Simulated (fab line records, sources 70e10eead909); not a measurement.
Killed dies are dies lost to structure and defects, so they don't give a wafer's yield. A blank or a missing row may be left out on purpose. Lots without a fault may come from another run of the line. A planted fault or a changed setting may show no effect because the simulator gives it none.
Problem report in the 8D (eight disciplines) form, filled by code | flow nand_harc | the parts of the form that need people (team, actions taken, sign-off) are left out

1. THE PROBLEM
run_length_s at NHARC_A_WL_FILL_ETCHBACK_04 reads a mean of 145.5 s on 6 wafers of 2 lots; wafers without a fault read 141.3 s with a standard deviation of 0.42. That is +10 standard deviations from the usual mean.
The step: etches the open film in NF3, target depth 60 nm, time 120 s.
First seen on wafer L865.1, day 18 00:59, on rie_metal-03. The record holds 36 wafers of 12 lots with a number at this step. Rule for "out", or "out of limits": more than 4 standard deviations from the usual mean. The other wafers with a number count as sound.

2. WHAT IT IS AND WHAT IT IS NOT
question                    | is                     | is not
which readings at this step | run_length_s           | drypump_motor_current_A, oes_product_au
which lots                  | L865, L868             | L854, L856, L858, L859, L869, L871, L872, L874, L875, L877
which wafers of those lots  | all that have a number | -
read on which tools         | rie_metal-03           | rie_metal-01, rie_metal-02
when                        | from day 18 00:59      | up to then (12 sound wafers); but 18 sound wafers of L869, L871, L872, L874, L875, L877 came after

3. SUSPECTS, AND WHAT RULES EACH OUT
Counting: a tool at a process step up to the reading stays a suspect if it ran every lot that is out and no sound lot after the first of them.
- rie_metal-03 at NHARC_A_WL_FILL_ETCHBACK_04 (etches the open film in NF3, target depth 60 nm, time 120 s): kept. It ran every lot that is out, first L865 (day 18 00:59), and no sound lot after that; its last sound lot up to then is L858 (day 16 14:31). Its own readings are out on those wafers: run_length_s.
Left after counting: rie_metal-03 at NHARC_A_WL_FILL_ETCHBACK_04.

4. THE CAUSE (what the simulator had put in)
Process parameter drift: rie_metal-03, from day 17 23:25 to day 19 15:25, at NHARC_A_WL_FILL_ETCHBACK_04. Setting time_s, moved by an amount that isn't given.
Counting left only this tool.

5. THE CHAIN OF EFFECTS, in route order
Each row: a reading whose mean over the struck wafers that have a number lies more than 3 standard deviations from the usual. Only readings for which the record gives a usual standard deviation are gone through. hours: the time from each lot's start at the first step in this table that gives one to its start at this step, as a median over the lots. sigmas: the change in usual standard deviations.
hours | step                        | reading      | usual   | on struck wafers | change | sigmas
0     | NHARC_A_WL_FILL_ETCHBACK_04 | run_length_s | 141.3 s | 145.5            | +4.2   | +10
The process steps in it:
- NHARC_A_WL_FILL_ETCHBACK_04: etches the open film in NF3, target depth 60 nm, time 120 s.
Later measuring or inspecting steps at which every struck wafer that the step has a row for has a number for every such reading, and none has moved that far: NHARC_END_SORT_01.

6. WHAT WOULD HAVE CAUGHT IT SOONER
In this record the first reading out of limits was taken at day 18 00:59, 2 hours after the fault began at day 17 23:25.
